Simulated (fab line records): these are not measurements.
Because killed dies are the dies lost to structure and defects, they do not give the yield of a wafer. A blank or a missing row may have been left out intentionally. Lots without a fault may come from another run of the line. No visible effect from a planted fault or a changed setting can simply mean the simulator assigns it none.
fab line records | flow n5Finfet
record: lots: 6 wafers: 17 lastDay: 17
route steps=1938 shown BEOL_M9@1464 BEOL_M10@1470
lots that met no fault: taken from a fault-free run of the same line
startH: hours from the record's first day to the start of the lot's first wafer shown | waitH: time in hours since the lot's previous step | " unchanged from the row above | L1.1+2: a row that stands for several wafers | - no value, or no start given | * or withheld: withheld | < > ~ a bound
route shown NAME@n: NAME is a module with steps in the file, n the number in the route of the first one | usual: mean/standard deviation taken from wafers without a fault | same: alike in all rows | chamber/n: place in a boat | sites: each site's reading | _std_site: the standard deviation of these | _edge_site: inner sites' mean taken away from outer sites' mean | radiusMm: for every site, how far away it sits from the centre of the wafer | mask NAME#n: copy n | behind: the last tool/chamber to shape the wafer | hold: the reason the lot was held/the length of the hold in hours/how it ended | device: the transistor (n, p or np) that didn't switch | end of line: at the end of the route, the tests of the same wafers | a step without rows: its recipe alone | killed: dies that structure and defects cost at the first sort, which is not the same as the wafer's yield | map: the dies of a wafer, with x for killed, . for not killed, _ for no die there
set.NAME: the run value of the setting; set.NAME@STEP: its run value at that earlier step | model.NAME: the simulator's own value behind a step, which no gauge read
lots at selected steps of the route; one table per step, one row per wafer
services: the hour from which a tool's chamber was out of use, counted from the record's first day as startH (under 0 if before that day), plus the number of hours and why
== steps ==
step: N5_BEOL_M9_CMP_52
recipe: stopOn: SiCOH_lowk tOverpolishS: 7 downForcePsi: 1 platenRpm: 50 clearingPlatenDownForcePsi: 1.5 clearingPlatenRpm: 50 postCmpClean: cuAlkaline targetThkNm: 140 clearingPlatenPadVelocityMS: 0.99484 padVelocityMS: 0.99484
usual: barrierFieldEndpointS: 28.7/0.68 motorCurrentA: 6.2/0.7 overpolishRunS: 7.001/0.0095 timeToEndpointS: 65.4/2.4
columns lot.wafer tool chamber startH waitH barrierFieldEndpointS motorCurrentA overpolishRunS timeToEndpointS
L606.1 cmp-03 2 256.34 0.3 28.2 6.1 7.000 68.1
L606.2 " 3 " " 27.9 5.5 7.009 64.9
L606.5 " 1 " " 28.0 7.2 6.973 62.6
L613.2 cmp-03 3 265.58 0.3 27.4 5.2 7.006 63.1
L613.3 " 0 " " 28.1 7.2 6.993 67.7
L613.6 " 1 " " 28.1 7.6 6.998 64.5
L608.2 cmp-02 0 266.58 0.2 29.0 6.3 7.014 66.4
L608.4 " 2 " " 29.1 6.5 7.002 66.9
L608.5 " 1 " " 28.4 5.8 7.003 61.4
L611.3 cmp-04 0 269.25 0.2 27.9 5.1 6.981 62.2
L611.2 " 1 " " 28.4 5.9 6.993 65.7
L611.6 " 2 " " 29.7 5.2 7.008 68.1
L609.3 cmp-02 1 293.98 0.2 28.6 5.5 6.993 63.7
L609.2 " 2 " " 28.3 6.1 7.002 64.2
L609.6 " 3 " " 29.1 6.0 7.002 65.0
L625.3 cmp-02 1 351.64 0.2 28.0 5.5 7.013 63.4
L625.6 " 3 " " 28.9 6.3 7.011 65.4
step: N5_BEOL_M9_THK_MEAS_53
recipe: thkMeasGauge: xrf reads: Cu_of_BEOL_M9_ECD_50
usual: M9_THK: 138/3.6
columns lot.wafer tool chamber startH waitH M9_THK[nm]
L606.1 filmMetro-02 - 256.56 - 136
L606.2 " - " " 136
L606.5 " - " " 135
L613.2 filmMetro-01 - 265.80 - 140
L613.3 " - " " 138
L613.6 " - " " 136
L608.2 filmMetro-01 - 266.88 - 137
L608.4 " - " " 142
L608.5 " - " " 135
L611.2 filmMetro-02 - 269.47 - 137
L611.3 " - " " 135
L611.6 " - " " 139
L609.2 filmMetro-01 - 294.20 - 136
L609.3 " - " " 134
L609.6 " - " " 140
L625.3 filmMetro-01 - 351.87 - 138
L625.6 " - " " 140
step: N5_BEOL_M9_PRE_CLEAN_55
recipe: gas: NH3 timeS: 15 tempC: withheld rfPowerW: 300
step: N5_BEOL_M9_DEP_56
recipe: material: SiCN targetThkA: 150 tempC: withheld precursor: 3MS/NH3 pressureTorr: 3 rfW: 202 timeS: 26.5
usual: showerheadPlenumPTorr: 3.659/0.014 throttleValvePct: 9.0/0.35
columns lot.wafer tool chamber startH waitH showerheadPlenumPTorr throttleValvePct
L606.1 pecvd-01 1 256.62 0.0 3.655 9.5
L606.2 " 0 " " 3.635 9.2
L606.5 " 2 " " 3.652 8.8
L613.2 pecvd-01 1 265.86 0.0 3.658 9.4
L613.3 " 2 " " 3.652 8.6
L613.6 " 2 " " 3.660 8.6
L608.2 pecvd-03 2 266.94 0.0 3.676 8.6
L608.4 " 1 " " 3.667 9.3
L608.5 " 2 " " 3.679 8.7
L611.2 pecvd-02 0 269.53 0.0 3.673 9.2
L611.3 " 1 " " 3.662 9.5
L611.6 " 0 " " 3.671 8.7
L609.2 pecvd-01 0 294.26 0.0 3.638 9.3
L609.3 " 1 " " 3.660 9.3
L609.6 " 0 " " 3.644 9.0
L625.3 pecvd-02 2 351.93 0.0 3.679 8.9
L625.6 " 0 " " 3.661 9.1
step: N5_BEOL_M9_RS_MEAS_57
recipe: thkMeasGauge: four-point-probe reads: Cu_of_BEOL_M9_ECD_50+Co_of_BEOL_M9_CVD_78+TaN_of_BEOL_M9_ALD_74
usual: M9_RS: 0.153/0.004
columns lot.wafer tool chamber startH waitH M9_RS[ohm/sq]
L606.1 filmMetro-02 - 256.69 0.1 0.152
L606.2 " - " " 0.154
L606.5 " - " " 0.154
L613.2 filmMetro-02 - 265.93 0.1 0.147
L613.3 " - " " 0.151
L613.6 " - " " 0.153
L608.2 filmMetro-02 - 267.01 0.1 0.155
L608.4 " - " " 0.148
L608.5 " - " " 0.156
L611.2 filmMetro-01 - 269.61 0.1 0.152
L611.3 " - " " 0.155
L611.6 " - " " 0.151
L609.2 filmMetro-01 - 294.33 0.1 0.153
L609.3 " - " " 0.156
L609.6 " - " " 0.149
L625.3 filmMetro-01 - 352.00 0.1 0.150
L625.6 " - " " 0.147
step: N5_BEOL_M9_INSPECT_58
recipe: inspectInstrument: darkfield mode: postDep
usual: rawDefectCount: 78/28
columns lot.wafer tool chamber startH waitH rawDefectCount
L606.1 defectInspect-01 - 256.72 0.0 49
L606.2 " - " " 112
L606.5 " - " " 56
L613.2 defectInspect-02 - 265.96 0.0 39
L613.3 " - " " 107
L613.6 " - " " 81
L608.2 defectInspect-02 - 267.04 0.0 70
L608.4 " - " " 58
L608.5 " - " " 117
L611.2 defectInspect-02 - 269.63 0.0 40
L611.3 " - " " 76
L611.6 " - " " 58
L609.2 defectInspect-02 - 294.36 0.0 54
L609.3 " - " " 65
L609.6 " - " " 89
L625.3 defectInspect-02 - 352.03 0.0 94
L625.6 " - " " 102
step: N5_BEOL_M10_ILD_DEP_00
recipe: material: SiCOH_lowk targetThkA: 3085.1 tempC: 300 precursor: DEMS/porogen pressureTorr: 5 rfW: 500 timeS: 58
step: N5_BEOL_M10_CURE_71
recipe: tempC: 385 timeS: 240 ambient: He/Ar material: SiCOH_lowk
usual: lampPowerPct: 52.31/0.055 wafer_temp_C_max: 387.1/0.65
columns lot.wafer tool chamber startH waitH lampPowerPct wafer_temp_C_max
L606.1 uvCure-03 0 256.84 0.0 52.32 386.6
L606.2 " 0 " " 52.41 386.8
L606.5 " 0 " " 52.36 386.3
L613.2 uvCure-02 0 266.36 0.3 52.43 388.1
L613.3 " 0 " " 52.26 388.2
L613.6 " 0 " " 52.28 387.5
L608.2 uvCure-02 0 267.23 0.1 52.32 387.5
L608.4 " 0 " " 52.38 387.4
L608.5 " 0 " " 52.41 387.7
L611.2 uvCure-01 1 269.91 0.2 52.23 386.2
L611.3 " 1 " " 52.27 385.9
L611.6 " 1 " " 52.30 386.3
L609.2 uvCure-03 1 294.55 0.1 52.33 387.5
L609.3 " 1 " " 52.34 387.3
L609.6 " 1 " " 52.31 388.5
L625.3 uvCure-03 2 352.30 0.2 52.30 386.4
L625.6 " 2 " " 52.32 386.6
step: N5_BEOL_M10_THK_MEAS_01
recipe: reads: SiCOH_lowk_of_BEOL_M10_ILD_DEP_00
usual: M10_ILD_THK: 268/3.6
columns lot.wafer tool chamber startH waitH M10_ILD_THK[nm]
L606.1 filmMetro-02 - 257.35 0.4 265
L606.2 " - " " 262
L606.5 " - " " 267
L613.2 filmMetro-02 - 266.79 0.4 257
L613.3 " - " " 264
L613.6 " - " " 265
L608.2 filmMetro-01 - 267.67 0.4 269
L608.4 " - " " 269
L608.5 " - " " 271
L611.2 filmMetro-01 - 270.74 0.7 267
L611.3 " - " " 265
L611.6 " - " " 266
L609.2 filmMetro-02 - 294.98 0.4 261
L609.3 " - " " 265
L609.6 " - " " 267
L625.3 filmMetro-01 - 352.65 0.3 264
L625.6 " - " " 269
step: N5_BEOL_M10_PECVD_70
recipe: material: SiO2 targetThkA: 200 tempC: 400 precursor: TEOS/O2 pressureTorr: 5.5 rfW: 450 teosFlowSccm: 53.8 gas: O2 flowSccm: 3000 timeS: 22.7
step: N5_BEOL_M10_HM_DEP_02
recipe: material: TiN targetThkA: 200 tempC: 25 chamberPressurePa: 0.49996
usual: throttleValvePct: 30.1/1.5
columns lot.wafer tool chamber startH waitH throttleValvePct
L606.1 pvdSputter-03 - 258.75 1.3 27.6
L606.2 " - " " 33.7
L606.5 " - " " 29.6
L613.2 pvdSputter-03 - 267.78 0.9 30.3
L613.3 " - " " 33.7
L613.6 " - " " 30.2
L608.2 pvdSputter-03 - 267.98 0.3 29.8
L608.4 " - " " 30.3
L608.5 " - " " 30.1
L611.2 pvdSputter-02 - 271.26 0.5 29.7
L611.3 " - " " 31.1
L611.6 " - " " 31.0
L609.2 pvdSputter-01 - 295.75 0.7 28.8
L609.3 " - " " 30.7
L609.6 " - " " 28.9
L625.3 pvdSputter-03 - 355.62 2.9 27.5
L625.6 " - " " 30.3
step: N5_BEOL_M10_COAT_59
recipe: resist: SOC tempC: 250 timeS: 60 spinRpm: 1500 resistThkNm: 100
step: N5_BEOL_M10_COAT_60
recipe: resist: SiARC tempC: 220 timeS: 60 spinRpm: 1500 resistThkNm: 30
usual: chillPlateTempC: 23.03/0.1 resistLineTempC: 23.01/0.1 spinSpeedRpm: 1500.1/0.98
columns lot.wafer tool chamber startH waitH chillPlateTempC resistLineTempC spinSpeedRpm model.SiARC_of_BEOL_M10_COAT_60.thkNm
L606.1 lithoTrack-05 0 258.87 - 23.07 22.92 1500.7 30
L606.2 " 0 " " 23.05 23.02 1500.2 30
L606.5 " 0 " " 23.10 23.00 1500.1 30
L613.2 lithoTrack-05 0 267.91 - 22.87 22.87 1465.3 30.4
L613.3 " 0 " " 23.05 23.09 1467.3 30.2
L613.6 " 0 " " 22.91 23.03 1465.7 30.4
L608.2 lithoTrack-01 0 268.11 - 23.07 23.01 1500.1 30.2
L608.4 " 0 " " 22.93 23.03 1501.0 30
L608.5 " 0 " " 23.05 22.93 1500.7 30
L611.2 lithoTrack-01 0 271.39 - 22.84 23.00 1499.7 30
L611.3 " 0 " " 22.81 23.10 1499.9 30
L611.6 " 0 " " 22.87 23.20 1500.6 30
L609.2 lithoTrack-05 0 295.88 - 22.90 22.82 1466.2 30.4
L609.3 " 0 " " 22.97 22.89 1465.7 30.4
L609.6 " 0 " " 22.93 22.97 1463.5 30.4
L625.3 lithoTrack-03 0 355.75 - 23.08 22.98 1499.1 30
L625.6 " 0 " " 23.12 22.90 1499.8 30.2
step: N5_BEOL_M10_COAT_05
recipe: resist: CAR-ArF spinRpm: 1500 resistThkNm: 90
step: N5_BEOL_M10_EBR_07
recipe: solvent: PGMEA ebrWidthMm: 1.5
step: N5_BEOL_M10_SOFTBAKE_06
recipe: tempC: 110 timeS: 60 resist: CAR-ArF
step: N5_BEOL_M10_EXPOSE_08
recipe: maskId: M10 na: 1.35 sourceShape: dipole sigmaInner: 0.411 sigmaOuter: 0.611 polarization: te doseMj: 53.75
step: N5_BEOL_M10_PEB_09
recipe: pebTempC: withheld pebTimeS: 60 resist: CAR-ArF
step: N5_BEOL_M10_DEVELOP_10
recipe: developTimeS: 30 developer: TMAH resist: CAR-ArF rinseLiquid: diw dry: airSpin devTempC: 23
step: N5_BEOL_M10_CD_MEAS_11
recipe: targetCdNm: 64.1 landingEnergyEv: 500 detector: seInlens polarity: opening
usual: cdNm: 63.9/0.54
columns lot.wafer tool chamber startH waitH cdNm
L606.1 cdSem-03 0 259.30 - 63.4
L606.2 " 0 " " 63.8
L606.5 " 0 " " 63.1
L613.2 cdSem-03 0 268.28 - 64.5
L613.3 " 0 " " 64.4
L613.6 " 0 " " 64.7
L608.2 cdSem-02 0 268.36 - 64.0
L608.4 " 0 " " 65.2
L608.5 " 0 " " 64.3
L611.2 cdSem-01 0 271.63 - 64.4
L611.3 " 0 " " 63.5
L611.6 " 0 " " 63.6
L609.2 cdSem-02 0 296.25 - 63.5
L609.3 " 0 " " 63.1
L609.6 " 0 " " 62.9
L625.3 cdSem-01 0 356.12 - 64.0
L625.6 " 0 " " 63.8
step: N5_BEOL_M10_OVL_MEAS_12
recipe: pointsPerWafer: 44
usual: M10_OVL: -0.4/0.88
same: pointsPerWafer: 44
columns lot.wafer tool chamber startH waitH M10_OVL[nm]
L606.1 overlay-02 0 259.33 0.0 -0.1
L606.2 " 0 " " -0.5
L606.5 " 0 " " 0.4
L613.2 overlay-01 0 268.31 0.0 0.9
L613.3 " 0 " " 0.3
L613.6 " 0 " " 0.7
L608.2 overlay-02 0 268.39 0.0 -0.6
L608.4 " 0 " " -0.2
L608.5 " 0 " " -0.4
L611.2 overlay-01 0 271.66 0.0 0.2
L611.3 " 0 " " 0.0
L611.6 " 0 " " 0.8
L609.2 overlay-02 0 296.28 0.0 -2.2
L609.3 " 0 " " -1.6
L609.6 " 0 " " -0.3
L625.3 overlay-01 0 356.15 0.0 -0.5
L625.6 " 0 " " 0.2
step: N5_BEOL_M10_INSPECT_13
recipe: mode: adi inspectInstrument: brightfield
usual: rawDefectCount: 437/100
columns lot.wafer tool chamber startH waitH rawDefectCount
L606.1 defectInspect-01 - 259.36 0.0 341
L606.2 " - " " 390
L606.5 " - " " 473
L613.2 defectInspect-01 - 268.34 0.0 292
L613.3 " - " " 392
L613.6 " - " " 383
L608.2 defectInspect-01 - 268.41 0.0 397
L608.4 " - " " 384
L608.5 " - " " 475
L611.2 defectInspect-02 - 271.68 0.0 380
L611.3 " - " " 521
L611.6 " - " " 338
L609.2 defectInspect-01 - 296.30 0.0 417
L609.3 " - " " 527
L609.6 " - " " 948
L625.3 defectInspect-02 - 356.17 0.0 482
L625.6 " - " " 443
step: N5_BEOL_M10_DESCUM_16
recipe: chemistry: O2 timeS: 7.9 sourcePowerW: 50 biasPowerW: 20 pressureMtorr: 20 rfFrequencyHz: 2.712e+07 tempC: 40 resist: CAR-ArF o2FlowSccm: 225
usual: drypumpMotorCurrentA: 5.7/0.44 oesProductAu: 0.83/0.081 rfVppV: 242.8/1.3 showerheadPlenumPTorr: 2.07/0.068 throttleValvePct: 20.43/0.23
columns lot.wafer tool chamber startH waitH drypumpMotorCurrentA oesProductAu rfHoursCounterH rfVppV showerheadPlenumPTorr throttleValvePct
L606.1 rieDiel-06 2 259.39 0.0 4.9 0.88 69 244.3 2.12 20.61
L606.2 " 1 " " 5.7 0.68 242 242.2 2.05 20.58
L606.5 " 0 " " 5.8 0.76 - 242.0 1.99 20.02
L613.2 rieDiel-03 0 268.52 0.2 5.2 0.70 216 242.2 1.97 20.36
L613.3 " 1 " " 5.9 0.88 44 245.6 2.15 20.13
L613.6 " 1 " " 5.9 0.88 - 244.2 2.15 20.14
L608.2 rieDiel-06 1 268.54 0.1 5.7 0.68 245 242.3 2.05 20.60
L608.4 " 0 " " 5.7 0.77 148 243.1 1.99 20.03
L608.5 " 2 " " 4.9 0.87 - 243.1 2.12 20.62
L611.2 rieDiel-01 0 271.72 0.0 4.8 0.93 5 243.4 2.05 20.53
L611.3 " 3 " " 6.1 0.80 108 242.4 2.02 20.07
L611.6 " 0 " " 4.9 0.93 - 244.0 2.05 20.52
L609.2 rieDiel-06 3 296.37 0.1 6.0 0.93 14 243.4 2.08 20.55
L609.3 " 1 " " 5.8 0.99 0 242.1 2.05 20.26
L609.6 " 2 " " 4.9 0.85 - 243.8 2.11 20.63
L625.3 rieDiel-06 2 356.21 0.0 4.9 0.83 109 244.0 2.10 20.69
L625.6 " 0 " " 5.8 0.74 - 240.8 1.98 20.10
step: N5_BEOL_M10_ETCH_61
recipe: chemistry: CF4 target: SiARC targetDepthA: 390 maskMaterial: CAR-ArF timeS: 65 ionEnergyEv: 80 pressureMtorr: 40 sourceW: 545 biasW: 36 Ar_flow_sccm: 100 cf4FlowSccm: 100 ends: cleared
usual: drypumpMotorCurrentA: 5.7/0.44 etchRfOnTimeS: 64.5/1.6 oesProductAu: 0.71/0.07 rfVppV: 183.9/1.1 showerheadPlenumPTorr: 2.11/0.058 throttleValvePct: 15.55/0.19
columns lot.wafer tool chamber startH waitH drypumpMotorCurrentA etchRfOnTimeS oesProductAu rfHoursCounterH rfVppV showerheadPlenumPTorr throttleValvePct model.etch.depthNm
L606.1 rieDiel-06 2 259.43 0.0 4.9 62.1 0.75 69 183.9 2.15 15.68 30.02
L606.2 " 1 " " 5.7 62.6 0.59 242 183.3 2.11 15.89 30.09
L606.5 " 0 " " 5.7 63.2 0.66 - 182.6 2.06 15.41 30
L613.2 rieDiel-03 0 268.56 0.0 5.2 65.4 0.59 216 182.9 2.03 15.63 30.32
L613.3 " 1 " " 5.8 63.1 0.77 44 185.0 2.17 15.15 30.26
L613.6 " 1 " " 5.9 64.1 0.75 - 184.5 2.17 15.16 30.36
L608.2 rieDiel-06 1 268.57 0.0 5.7 63.1 0.58 245 182.2 2.11 15.91 30.16
L608.4 " 0 " " 5.8 64.4 0.65 148 183.4 2.06 15.41 30.07
L608.5 " 2 " " 4.9 62.6 0.75 - 183.4 2.15 15.70 30.09
L611.2 rieDiel-01 0 271.75 0.0 4.9 62.7 0.81 5 183.6 2.12 15.69 30.06
L611.3 " 3 " " 6.1 64.5 0.69 108 183.2 2.07 15.22 30.01
L611.6 " 0 " " 4.8 62.3 0.82 - 184.4 2.12 15.70 30.09
L609.2 rieDiel-06 3 296.41 0.0 6.0 64.4 0.79 14 183.8 2.10 15.52 30.39
L609.3 " 1 " " 5.8 64.3 0.84 0 186.5 2.11 15.45 30.47
L609.6 " 2 " " 4.9 64.6 0.73 - 183.3 2.15 15.71 30.36
L625.3 rieDiel-06 2 356.25 0.0 4.9 63.7 0.71 109 183.9 2.14 15.76 30.08
L625.6 " 0 " " 5.7 64.8 0.63 - 184.0 2.05 15.49 30.13
step: N5_BEOL_M10_ETCH_62
recipe: chemistry: N2/H2 target: SOC targetDepthA: 1100 overetchA: 220 maskMaterial: SiARC tempC: 40 timeS: 165 ionEnergyEv: 200 pressureMtorr: 30 sourceW: 840 biasW: 150 n2FlowSccm: 200 h2FlowSccm: 200
usual: drypumpMotorCurrentA: 5.7/0.44 oesProductAu: 0.70/0.067 rfVppV: 523.0/2.1 showerheadPlenumPTorr: 2.50/0.079 throttleValvePct: 17.75/0.24
columns lot.wafer tool chamber startH waitH drypumpMotorCurrentA oesProductAu rfHoursCounterH rfVppV showerheadPlenumPTorr throttleValvePct model.SiARC_of_BEOL_M10_COAT_60.thkNm
L606.1 rieDiel-06 2 259.48 0.0 4.9 0.74 69 524.5 2.58 18.06 23
L606.2 " 1 " " 5.7 0.57 242 522.2 2.49 17.95 23.2
L606.5 " 0 " " 5.7 0.64 - 520.1 2.43 17.50 23.4
L613.2 rieDiel-03 0 268.61 0.0 5.2 0.59 216 519.4 2.43 18.01 23.6
L613.3 " 1 " " 5.8 0.74 44 524.6 2.58 17.33 23.6
L613.6 " 1 " " 5.8 0.74 - 525.9 2.58 17.32 23.6
L608.2 rieDiel-06 1 268.62 0.0 5.8 0.57 245 522.8 2.48 17.95 23.4
L608.4 " 0 " " 5.8 0.64 148 520.5 2.43 17.51 23.4
L608.5 " 2 " " 4.9 0.72 - 524.9 2.58 18.08 23.2
L611.2 rieDiel-01 0 271.80 0.0 4.8 0.79 5 522.6 2.50 17.89 23.2
L611.3 " 3 " " 6.1 0.67 108 521.5 2.45 17.45 23.6
L611.6 " 0 " " 4.8 0.79 - 521.4 2.50 17.86 23.2
L609.2 rieDiel-06 3 296.46 0.0 6.0 0.78 14 522.3 2.49 17.76 23.8
L609.3 " 1 " " 5.7 0.83 0 524.7 2.48 17.56 23.6
L609.6 " 2 " " 4.9 0.71 - 524.1 2.57 18.11 23.4
L625.3 rieDiel-06 2 356.30 0.0 4.9 0.70 109 524.5 2.56 18.14 23
L625.6 " 0 " " 5.7 0.62 - 521.0 2.41 17.56 23.6
step: N5_BEOL_M10_STRIP_68
recipe: chemistry: N2/H2 tempC: 40 n2FlowSccm: 200 h2FlowSccm: 200 rfFrequencyHz: 6e+07
== services ==
columns tool chamber startH hours kind
uvCure-02 - 237.16 28.1 pm
pvdSputter-03 - 239.40 1.2 repair
pecvd-03 2 241.42 8.2 repair
rieDiel-06 3 242.28 - clean
rieDiel-06 3 242.28 - consumableReplace:focusRing
rieDiel-06 3 242.28 19.6 scheduledDown
rieDiel-06 3 242.28 19.6 ventCycle
cmp-02 - 246.69 7.8 pm
cmp-03 - 249.04 4.0 pm
cmp-04 - 253.92 7.0 pm
cmp-03 - 267.84 23.6 repair
rieDiel-06 1 282.21 - clean
pecvd-02 1 295.80 5.9 repair
rieDiel-01 2 306.55 1.8 repair
uvCure-02 - 316.90 6.8 repair
rieDiel-01 - 317.64 2.8 pm
uvCure-01 - 324.70 12.8 repair
uvCure-03 - 325.06 2.2 repair
uvCure-02 - 332.43 1.0 pm
cmp-02 - 338.94 2.4 repair
cmp-02 - 346.39 0.6 repair
pecvd-03 - 352.80 0.8 pm
pvdSputter-01 - 352.83 2.6 repair
cmp-02 - 355.98 1.0 repair
== key ==
firstSign: step: N5_BEOL_M10_COAT_60 reading: spinSpeedRpm direction: down sigmas: 35 usual: * struck: *
effect none on later readings
modelEffect: step: N5_BEOL_M10_COAT_60 value: SiARC_of_BEOL_M10_COAT_60.thkNm without: 30.03 struck: 30.37
modelEffect: step: N5_BEOL_M10_ETCH_61 value: etch.depthNm without: 30.01 struck: 30.36
modelEffect: step: N5_BEOL_M10_ETCH_62 value: SiARC_of_BEOL_M10_COAT_60.thkNm without: 23.3 struck: 23.6
metAt N5_BEOL_M10_COAT_60
struckWafers L609.2,L609.3,L609.6,L613.2,L613.3,L613.6
baselineLoss: step: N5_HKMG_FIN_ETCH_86 wafers: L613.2
onsetBetween 258.87 267.91
fault: kind: processParameterDrift tool: lithoTrack-05 chamber: - onsetH: 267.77 steps: N5_BEOL_M10_COAT_60 channel: spinRpm offset: * shape: step endH: 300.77 actsIn: * stated: *
baselineLoss: these wafers lose ten dies or more at that step, a loss of the line's own and not of a fault; the sort's usual values leave them out
